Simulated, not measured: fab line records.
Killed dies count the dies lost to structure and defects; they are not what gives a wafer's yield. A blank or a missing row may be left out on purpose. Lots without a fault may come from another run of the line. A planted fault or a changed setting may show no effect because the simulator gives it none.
Matching of chambers    flow n5_finfet    N5_SDB_ETCH_17 on rie_diel-05: 4 sister chambers
The step etches SiARC in CF4, target depth 23.4 nm, time 39 s. 18 wafers are shown with their chamber, then 9 later ones without.

== WAFERS PAIRED WITH THEIR CHAMBERS ==
wafer   chamber  drypump_motor_current_A (A)  showerhead_plenum_p_Torr (Torr)  etch_rf_on_time_s (s)
L074.1  3        5.8                          2.15                             39.4
L074.2  1        5.3                          2.20                             38.1
L074.4  0        6.0                          2.05                             39.6
L076.2  2        5.3                          2.15                             40.8
L076.3  1        5.2                          2.20                             38.3
L076.5  3        5.8                          2.15                             39.7
L083.1  3        5.8                          2.14                             40.0
L083.2  0        6.0                          2.05                             40.1
L083.4  0        6.0                          2.05                             40.1
L084.2  3        5.8                          2.14                             40.0
L084.3  2        5.3                          2.14                             41.1
L084.6  0        6.0                          2.05                             40.4
L085.1  1        5.3                          2.19                             37.8
L085.3  3        5.8                          2.14                             39.8
L085.4  0        6.0                          2.04                             40.2
L086.2  3        5.8                          2.14                             39.6
L086.4  1        5.3                          2.19                             37.5
L086.6  3        5.8                          2.14                             39.6

SIGNATURES, as means of the wafers listed above
reading                   chamber 0  chamber 1  chamber 2  chamber 3  scatter within a chamber
drypump_motor_current_A   6.000      5.275      5.300      5.800      0.0231
showerhead_plenum_p_Torr  2.0480     2.1950     2.1450     2.1429     0.00516
etch_rf_on_time_s         40.080     37.925     40.950     39.729     0.274
Rule: distance of a wafer from a chamber = root of the sum over the readings of ((wafer's reading minus chamber's mean) / reading's scatter) squared. The wafer belongs to the nearest chamber; if the next one is less than 2 further off, it can't be placed. The scatter: take each reading less its chamber's mean, square it, sum over the shown wafers, divide by the number of wafers less the number of chambers, and take the root.

== WAFERS MISSING THEIR CHAMBER ==
wafer   drypump_motor_current_A (A)  showerhead_plenum_p_Torr (Torr)  etch_rf_on_time_s (s)
L090.2  5.3                          2.19                             38.3
L090.4  5.3                          2.14                             41.5
L090.5  5.3                          2.14                             41.4
L092.1  5.8                          2.14                             40.1
L092.4  6.0                          2.04                             40.4
L092.6  6.0                          2.04                             40.7
L095.4  5.8                          2.14                             40.1
L095.5  5.8                          2.14                             39.9
L095.6  5.9                          2.04                             40.1

== WHICH CHAMBER EACH WENT THROUGH ==
wafer   from the rows above  in truth
L090.2  1                    1
L090.4  2                    2
L090.5  2                    2
L092.1  3                    3
L092.4  0                    0
L092.6  0                    0
L095.4  3                    3
L095.5  3                    3
L095.6  0                    0
9 of 9 placed correctly. Not placeable from these rows: 0. 0 placed wrongly.
